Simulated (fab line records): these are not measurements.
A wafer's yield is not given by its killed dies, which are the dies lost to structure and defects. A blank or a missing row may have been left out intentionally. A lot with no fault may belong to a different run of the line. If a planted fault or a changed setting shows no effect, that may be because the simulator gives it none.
A struck lot beside a sound one    flow n5_finfet    39 steps out of a route of 1938
Sound: the wafers L639.1, L639.2, L639.4. Struck: wafers L628.1, L628.3, L628.5. At the end, the cause is stated.
At each step with rows: each side's tool, then ch and its chambers, then its first start. Under that, the readings that differ: sound wafers    struck wafers    difference of the means    sigmas: that difference in standard deviations of wafers without a fault.
alike: readings whose means differ by less than 2 such deviations, and words and numbers that are the same on both sides. not compared: withheld readings, readings that some wafer has no value for, bounds like >300 that may hide the same value, and numbers for which the record gives no deviation and whose values overlap.
The two part at a step that has a row with sigmas, a row that says differs or no value, or rows on one side only. Non-overlapping numbers with no deviation appear without sigmas and do not part them. Lack of a reading on every wafer of one side parts them only where that side has two or more wafers.

first, 11 steps without rows for these wafers: N5_BEOL_M1_STRIP_65 (strips in N2/H2); N5_BEOL_M1_STRIP_75 (strips in N2/H2); N5_BEOL_M1_STRIP_66 (strips in CF4); N5_BEOL_M1_HM_OPEN_17 (chemistry Cl2/BCl3, target TiN, target depth 20 nm, overetch 6 nm); N5_BEOL_M1_STRIP_19 (strips in O2); N5_BEOL_M1_COAT_67 (time 60 s, resist thk 60 nm); N5_BEOL_M1_COAT_68 (time 60 s, resist thk 12 nm); N5_BEOL_M1_COAT_76 (time 60 s, resist thk 5 nm); N5_BEOL_M1_COAT_22 (resist thk 30 nm); N5_BEOL_M1_EBR_24; N5_BEOL_M1_SOFTBAKE_23 (time 60 s).
N5_BEOL_M1_EXPOSE_25: exposes mask V0, defocus 5 nm, target cd 24 nm.
  sound on euv_scanner-02 ch 0, day 10 23:43; struck on euv_scanner-01 ch 0, day 8 00:59
reading                          sound           struck          difference  sigmas
stage_msd_nm (nm)                0.84 0.84 0.84  0.91 0.91 0.91  +0.07       +2
model.BEOL_M1.overlay_x_nm (nm)  -0.2 -0.2 -0.2  10.6 10.6 10.6  +10.8       
  alike: mask
then, 2 steps without rows for these wafers: N5_BEOL_M1_PEB_26 (peb time 60 s); N5_BEOL_M1_DEVELOP_27 (develop time 30 s).
N5_BEOL_M1_OVL_MEAS_29:
  sound on overlay-01 ch 0, day 10 23:54; struck on overlay-01 ch 0, day 8 01:10
reading      sound          struck          difference  sigmas
V0_OVL (nm)  -0.2 0.5 -0.7  10.8 10.7 10.4  +10.8       +16
then, 22 steps without rows for these wafers: N5_BEOL_M1_DESCUM_33 (chemistry O2, time 7 s); N5_BEOL_M1_ETCH_77 (etches underlayer in N2/H2, target depth 6.5 nm, time 5.2 s); N5_BEOL_M1_ETCH_69 (etches SiARC in CF4, target depth 15.6 nm, time 26 s); N5_BEOL_M1_ALD_98 (deposits SiO2, target thk 2.5 nm, pulse time 1 s, co reactant pulse time 1 s); N5_BEOL_M1_ETCHBACK_99 (etches SiO2 in CHF3, target depth 5 nm, time 10.4 s); N5_BEOL_M1_ETCH_70 (etches SOC in N2/H2, target depth 80 nm, overetch 16 nm, time 120 s); N5_BEOL_M1_STRIP_71 (strips in N2/H2); N5_BEOL_M1_STRIP_78 (strips in N2/H2); N5_BEOL_M1_VIA_ETCH_34 (etches the open film in C4F6/O2, target depth 67.8 nm, time 64.4 s); N5_BEOL_M1_STRIP_83 (strips in C4F6/O2); N5_BEOL_M1_STRIP_36 (strips in N2/H2); N5_BEOL_M1_TRENCH_ETCH_37 (etches SiOC in C4F6/O2, target depth 55.207 nm, time 29 s); N5_BEOL_M1_ETCH_41 (etches SiCN in CH3F/O2, target depth 31.9 nm, time 57.8 s); N5_BEOL_M1_STRIP_97 (strips in N2/H2, time 10 s); N5_BEOL_M1_HM_STRIP_39 (strips TiN in peroxide tin strip, target depth 25 nm, time 158 s); N5_BEOL_M1_SRD_40 (time 30 s); N5_BEOL_M1_PRECLEAN_42 (cleans in residue remover, time 60 s); N5_BEOL_M1_SRD_43 (time 30 s); N5_BEOL_M1_DEGAS_44 (time 60 s); N5_BEOL_M1_PRE_CLEAN_45 (time 30 s); N5_BEOL_M1_ALD_84 (deposits TaN, pulse time 2 s, purge time 3 s, co reactant purge time 2 s); N5_BEOL_M1_SURFACE_TREAT_85.
-- a jump in the record: the struck wafers' starts before and after are 2 days apart (it breaks off in module BEOL_M1 and resumes in module BEOL_M4, where the first step shown is number 1111 of the route) --
N5_BEOL_M4_RC_MEAS_101:
  sound on prober-02 ch 0, day 14 06:43; struck on prober-02 ch 0, day 10 03:49
  alike: DIBL_N, DIBL_P, IOFF_N, IOFF_P, ION_N, ION_P, SS_N, SS_P, VT_N, VT_P
then, 1 step without rows for these wafers: N5_PASSIVATION_PROBE_49.

## WHERE THEY PART
At N5_BEOL_M1_EXPOSE_25 first; at N5_BEOL_M1_OVL_MEAS_29 last (within this record only). Later steps at which nothing parts them and some readings are alike: N5_BEOL_M4_RC_MEAS_101.

WHY: what the simulator had put in
Scanner matching overlay: euv_scanner-01, from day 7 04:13 on, at N5_BEOL_M1_EXPOSE_25. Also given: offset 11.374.
